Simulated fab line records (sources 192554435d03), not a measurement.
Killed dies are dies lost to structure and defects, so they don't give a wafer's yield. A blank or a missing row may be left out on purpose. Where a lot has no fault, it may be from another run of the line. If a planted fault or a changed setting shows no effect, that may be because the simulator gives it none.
fab line records	flow n5_finfet
record lots=13	wafers=36	last_day=18
route steps=1938 shown WELL_APT@47 PMOS_HMC_CHANNEL_EPI@71 FIN_SAQP@95 PASSIVATION@1936
lots with no fault: from the same line, run without faults
start_h: hours from the record's opening day to when the first of the lot's shown wafers began	wait_h: hours elapsed since this lot's preceding step	" same as the row above	L1.1+2: one row covering several wafers at once	- no value, or no start was given	* or withheld: withheld	< > ~ a bound
route shown NAME@n: a module of which the file shows steps, and the number in the route of the first	usual: average and standard deviation across the fault-free wafers	same: alike in all rows	chamber/n: place in a boat	sites: each site's reading	_std_site: the values' standard deviation	_edge_site: the outer-site mean with the inner-site mean subtracted	radius_mm: for every site, how far away it sits from the centre of the wafer	mask NAME#n: copy n	behind: tool/chamber where the wafer was last shaped	hold: why the lot went on hold/how many hours it stayed there/how the hold came to an end	device: whichever transistor did not switch (one of n, p or np)	end of line: at the end of the route, the tests of the same wafers	where a step has no rows: the recipe by itself	killed: at the first sort, the dies lost to defects and structure; wafer yield is something else	map: dies across one wafer; x = killed, . = not, _ = none there
set.NAME: the setting as run; set.NAME@STEP: as run at that earlier step	model.NAME: the simulator's own value behind a step, which no gauge read
a sample of lots followed through the steps of the route, with each step as a table and each wafer as a row
services: the hour from which a tool's chamber was out of use, counted from the record's first day as start_h (under 0 if before that day), plus the number of hours and why
## steps
# step N5_WELL_APT_IMPLANT_31
# recipe species=B	energy_kev=60	dose_cm2=1.5e+13	tilt_deg=0	rotation_deg=0
# usual dose_ions_cm2=1.4998e+13/1.5e+10	faraday_current_uA=190/3.6
lot.wafer	tool	chamber	start_h	wait_h	dose_ions_cm2	faraday_current_uA
L603.2	implanter-01	0	15.02	0.1	1.5e+13	187
L603.3	"	0	"	"	1.4984e+13	192
L603.5	"	0	"	"	1.4991e+13	186
L604.3	implanter-01	0	21.68	0.1	1.5006e+13	194
L604.4	"	0	"	"	1.5008e+13	187
L604.6	"	0	"	"	1.5009e+13	191
L605.1	implanter-02	0	27.03	0.1	1.4994e+13	188
L605.2	"	0	"	"	1.5018e+13	189
L605.6	"	0	"	"	1.4987e+13	192
L607.1	implanter-02	0	39.25	0.1	1.4993e+13	188
L607.4	"	0	"	"	1.4986e+13	186
L608.1	implanter-01	0	45.58	0.1	1.502e+13	196
L608.6	"	0	"	"	1.5011e+13	193
L609.1	implanter-02	0	50.99	0.1	1.5022e+13	191
L609.6	"	0	"	"	1.5004e+13	189
L611.2	implanter-02	0	64.02	0.1	1.7683e+13	227
L611.4	"	0	"	"	1.7689e+13	226
L611.5	"	0	"	"	1.7694e+13	224
L612.2	implanter-02	0	71.57	0.1	1.7692e+13	219
L612.3	"	0	"	"	1.7683e+13	221
L612.4	"	0	"	"	1.7715e+13	232
L615.1	implanter-02	0	87.16	0.1	1.7697e+13	230
L615.3	"	0	"	"	1.7719e+13	229
L615.5	"	0	"	"	1.77e+13	220
L616.3	implanter-01	0	93.27	0.1	1.4976e+13	197
L616.4	"	0	"	"	1.4997e+13	185
L616.6	"	0	"	"	1.4996e+13	190
L618.1	implanter-01	0	105.17	0.1	1.5002e+13	186
L618.2	"	0	"	"	1.5007e+13	191
L618.6	"	0	"	"	1.4996e+13	192
L620.4	implanter-01	0	117.30	0.1	1.5001e+13	192
L620.5	"	0	"	"	1.4995e+13	187
L620.6	"	0	"	"	1.5026e+13	189
L625.3	implanter-01	0	147.08	0.1	1.4994e+13	188
L625.5	"	0	"	"	1.5013e+13	191
L625.6	"	0	"	"	1.5015e+13	181
# step N5_PMOS_HMC_CHANNEL_EPI_STRIP_33
# recipe chemistry=N2/H2	power_w=500	temp_c=40	pressure_mtorr=50	rf_frequency_hz=6e+07	overash_fraction=0.3	bias_power_w=8	h2_frac=0.5	n2_flow_sccm=300	h2_flow_sccm=300
# usual drypump_motor_current_A=5.81/0.29	oes_product_au=0.77/0.072	rf_vpp_V=54.2/1.7	showerhead_plenum_p_Torr=3.29/0.086	throttle_valve_pct=19.0/0.35
lot.wafer	tool	chamber	start_h	wait_h	drypump_motor_current_A	oes_product_au	rf_hours_counter_h	rf_vpp_V	showerhead_plenum_p_Torr	throttle_valve_pct
L603.2	rie_diel-05	3	17.10	0.0	5.95	0.92	18	55.1	3.46	19.4
L603.3	"	2	"	"	5.33	0.78	149	57.6	3.32	18.3
L603.5	"	1	"	"	5.81	0.77	-	56.6	3.52	18.6
L604.3	rie_diel-06	2	24.26	0.0	5.38	0.71	213	54.4	3.23	19.5
L604.4	"	1	"	"	5.65	0.79	118	53.8	3.26	19.1
L604.6	"	2	"	"	5.37	0.70	-	53.2	3.23	19.5
L605.1	rie_diel-06	2	29.24	0.0	5.34	0.70	216	51.0	3.23	19.5
L605.2	"	1	"	"	5.66	0.80	121	58.3	3.26	19.2
L605.6	"	2	"	"	5.35	0.71	-	51.2	3.23	19.5
L607.1	rie_diel-03	0	41.48	0.0	6.44	0.68	227	55.5	3.30	18.9
L607.4	"	3	"	"	5.73	0.79	126	54.4	3.25	19.1
L608.1	rie_diel-06	1	47.73	0.1	5.68	0.79	127	52.7	3.26	19.2
L608.6	"	3	"	"	5.90	0.81	-	55.1	3.23	18.5
L609.1	rie_diel-03	1	53.26	0.0	5.98	0.80	100	53.4	3.40	19.1
L609.6	"	2	"	"	6.09	0.73	-	51.9	3.22	18.5
L611.2	rie_diel-06	1	66.13	0.0	5.64	0.77	134	53.6	3.25	19.2
L611.4	"	2	"	"	5.36	0.70	223	56.3	3.22	19.5
L611.5	"	3	"	"	5.88	0.79	-	53.3	3.23	18.5
L612.2	rie_diel-06	2	73.85	0.0	5.34	0.70	225	54.3	3.22	19.5
L612.3	"	0	"	"	5.58	0.94	7	55.1	3.30	18.9
L612.4	"	3	"	"	5.89	0.81	110	50.1	3.23	18.5
L615.1	rie_diel-03	0	89.25	0.0	6.42	0.68	242	54.5	3.29	19.0
L615.3	"	3	"	"	5.71	0.78	141	53.4	3.25	19.1
L615.5	"	2	"	"	6.07	0.70	-	54.7	3.22	18.6
L616.3	rie_diel-03	0	95.76	0.0	6.40	0.67	244	54.4	3.29	19.0
L616.4	"	1	"	"	5.98	0.79	113	54.3	3.40	19.1
L616.6	"	2	"	"	6.03	0.71	-	52.3	3.22	18.6
L618.1	rie_diel-06	2	107.37	0.0	5.35	0.69	234	56.0	3.22	19.5
L618.2	"	0	"	"	5.59	0.90	17	54.5	3.29	19.0
L618.6	"	3	"	"	5.91	0.80	-	52.9	3.22	18.6
L620.4	rie_diel-05	1	119.40	0.0	5.81	0.75	-	54.3	3.51	18.6
L620.5	"	3	"	"	5.95	0.86	-	52.7	3.44	19.4
L620.6	"	2	"	"	5.33	0.76	-	55.2	3.30	18.4
L625.3	rie_diel-06	3	149.33	0.0	5.90	0.79	129	54.9	3.22	18.6
L625.5	"	1	"	"	5.67	0.75	-	53.4	3.24	19.2
L625.6	"	2	"	"	5.34	0.69	-	52.0	3.21	19.5
# step N5_PMOS_HMC_CHANNEL_EPI_THK_MEAS_22
# recipe reads=SiGe30_of_PMOS_HMC_CHANNEL_EPI_EPI_20
# usual HMC_CMP_THK=53.7/0.84
lot.wafer	tool	chamber	start_h	wait_h	HMC_CMP_THK[nm]
L603.2	film_metro-02	-	19.23	-	53.1
L603.3	"	-	"	"	54.1
L603.5	"	-	"	"	54.5
L604.3	film_metro-01	-	26.79	-	53.9
L604.4	"	-	"	"	53.0
L604.6	"	-	"	"	53.6
L605.1	film_metro-01	-	31.37	-	53.0
L605.2	"	-	"	"	53.8
L605.6	"	-	"	"	53.1
L607.1	film_metro-02	-	44.02	-	53.5
L607.4	"	-	"	"	54.6
L608.1	film_metro-01	-	49.88	-	53.6
L608.6	"	-	"	"	52.5
L609.1	film_metro-02	-	55.79	-	53.4
L609.6	"	-	"	"	53.9
L611.2	film_metro-01	-	68.66	-	54.0
L611.4	"	-	"	"	54.2
L611.5	"	-	"	"	54.5
L612.2	film_metro-02	-	75.97	-	53.9
L612.3	"	-	"	"	53.4
L612.4	"	-	"	"	53.2
L615.1	film_metro-01	-	91.78	-	53.6
L615.3	"	-	"	"	53.2
L615.5	"	-	"	"	53.6
L616.3	film_metro-01	-	98.28	-	54.2
L616.4	"	-	"	"	53.5
L616.6	"	-	"	"	52.7
L618.1	film_metro-02	-	110.43	-	52.8
L618.2	"	-	"	"	53.3
L618.6	"	-	"	"	53.6
L620.4	film_metro-02	-	121.91	-	54.8
L620.5	"	-	"	"	53.2
L620.6	"	-	"	"	53.9
L625.3	film_metro-02	-	151.98	-	53.3
L625.5	"	-	"	"	52.5
L625.6	"	-	"	"	53.3
# step N5_FIN_SAQP_DENSIFY_62
# recipe temp_c=700	time_s=60	ambient=N2	idle_temp_c=600	ramp_up_c_per_s=150	ramp_down_c_per_s=60	cool_to_c=600
# usual lamp_power_pct=9.85/0.057	wafer_temp_C_max=703.3/0.65
lot.wafer	tool	chamber	start_h	wait_h	lamp_power_pct	wafer_temp_C_max
L603.2	rtp_anneal-02	0	20.29	0.1	9.81	702.1
L603.3	"	0	"	"	9.89	703.8
L603.5	"	0	"	"	9.83	704.5
L604.3	rtp_anneal-01	0	27.76	0.2	9.90	703.8
L604.4	"	0	"	"	9.86	703.6
L604.6	"	0	"	"	9.81	703.2
L605.1	rtp_anneal-01	0	32.28	0.1	9.74	703.1
L605.2	"	0	"	"	9.87	703.3
L605.6	"	0	"	"	9.75	703.7
L607.1	rtp_anneal-02	0	44.90	0.2	9.82	702.6
L607.4	"	0	"	"	9.90	704.6
L608.1	rtp_anneal-02	0	50.78	0.1	9.94	703.9
L608.6	"	0	"	"	9.86	703.1
L609.1	rtp_anneal-01	0	56.59	0.1	9.77	702.8
L609.6	"	0	"	"	9.88	703.6
L611.2	rtp_anneal-02	0	69.60	0.1	9.82	702.3
L611.4	"	0	"	"	9.80	703.6
L611.5	"	0	"	"	9.75	705.5
L612.2	rtp_anneal-01	0	76.92	0.2	9.85	703.3
L612.3	"	0	"	"	9.92	703.4
L612.4	"	0	"	"	9.83	703.3
L615.1	rtp_anneal-02	0	92.81	0.1	9.87	702.4
L615.3	"	0	"	"	9.88	704.2
L615.5	"	0	"	"	9.86	703.1
L616.3	rtp_anneal-02	0	100.07	0.2	9.84	702.3
L616.4	"	0	"	"	9.89	702.9
L616.6	"	0	"	"	9.83	704.3
L618.1	rtp_anneal-01	0	111.24	0.1	9.85	703.5
L618.2	"	0	"	"	9.90	702.8
L618.6	"	0	"	"	9.83	703.6
L620.4	rtp_anneal-01	0	123.21	0.5	9.75	703.8
L620.5	"	0	"	"	9.92	703.1
L620.6	"	0	"	"	9.88	702.9
L625.3	rtp_anneal-01	0	153.07	0.2	9.83	703.7
L625.5	"	0	"	"	9.86	702.6
L625.6	"	0	"	"	9.89	703.5
# step N5_PASSIVATION_PROBE_49
# usual killed_at_M0_to_M3=34/11	killed_at_M4_up=14/5.6	killed_at_contacts=13/5.9	killed_at_front_end=40/11	killed_at_other=4/3.1	killed_dies=105/16	killed_open=68/11	killed_short=34/8.4
# same gross_dies=1180	killed_at_back_side=0
lot.wafer	tool	chamber	start_h	wait_h	killed_at_M0_to_M3	killed_at_M4_up	killed_at_contacts	killed_at_front_end	killed_at_other	killed_dies	killed_open	killed_short
L620.4	prober-01	-	402.88	0.2	24	15	14	24	0	77	49	27
# killed by level:class
L620.4 MOL_CONTACT_COAG:geometric_particle:open=12 BEOL_M0_SAQP:geometric_particle:short=7 BEOL_M0_SAQP:geometric_particle:open=5 FIN_SAQP:geometric_particle:short=4 STI_FIN_REVEAL:geometric_particle:open=4 BEOL_M0:geometric_particle:open=4 BEOL_M4:geometric_particle:open=4 BEOL_M7:geometric_particle:open=4
## services
tool	chamber	start_h	hours	kind
rie_diel-05	0	-0.26	6.7	repair
implanter-02	-	0.34	4.4	repair
rie_diel-06	0	26.55	-	clean
rie_diel-06	0	26.55	-	consumable_replace:focus_ring
rie_diel-06	0	26.55	26.1	scheduled_down
rie_diel-06	0	26.55	26.1	vent_cycle
rie_diel-06	2	42.27	12.2	repair
rie_diel-05	2	75.18	5.8	repair
rie_diel-05	0	87.02	11.6	repair
rie_diel-06	-	90.88	0.7	repair
rie_diel-05	0	98.68	-	clean
rie_diel-05	0	98.68	-	consumable_replace:focus_ring
rie_diel-05	0	98.68	32.0	scheduled_down
rie_diel-05	0	98.68	32.0	vent_cycle
rie_diel-03	0	116.90	-	clean
rie_diel-03	0	116.90	-	consumable_replace:esc
rie_diel-03	0	116.90	-	consumable_replace:focus_ring
rie_diel-03	0	116.90	35.8	scheduled_down
rie_diel-03	0	116.90	35.8	vent_cycle
## key
first_sign step=N5_WELL_APT_IMPLANT_31	reading=dose_ions_cm2	direction=up	sigmas=99+	usual=1.4998e+13	struck=1.7697e+13
effect step=N5_WELL_APT_IMPLANT_31	reading=faraday_current_uA	direction=up	sigmas=9.7	usual=190	struck=225
met_at N5_WELL_APT_IMPLANT_31
struck_lots L611,L612,L615
rows_end L612.2,L612.3,L612.4
tester_left_out L611,L615
baseline_loss step=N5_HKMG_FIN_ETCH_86	wafers=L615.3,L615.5
not_acting_at N5_PMOS_HMC_CHANNEL_EPI_STRIP_33,N5_PMOS_HMC_CHANNEL_EPI_THK_MEAS_22,N5_FIN_SAQP_DENSIFY_62
onset_between 50.99 64.02
fault kind=process_parameter_drift	tool=implanter-02	chamber=-	onset_h=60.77	steps=N5_WELL_APT_IMPLANT_31	channel=dose_cm2	offset=2.7003e+12	shape=step	acts_in=these_recipes_only	stated=1.5e+13
# tester_left_out: of these lots the tester's yield and bins aren't shown, on N5 and GAA mostly nor the transistor test; their killed dies are dies lost to structure and defects alone, not to doping, threshold or leakage, so they don't give the yield
# rows_end: these wafers met a further fault down the route, and their rows from its step on are left out
# baseline_loss: these wafers lose ten dies or more at that step, a loss of the line's own and not of a fault; the sort's usual values leave them out
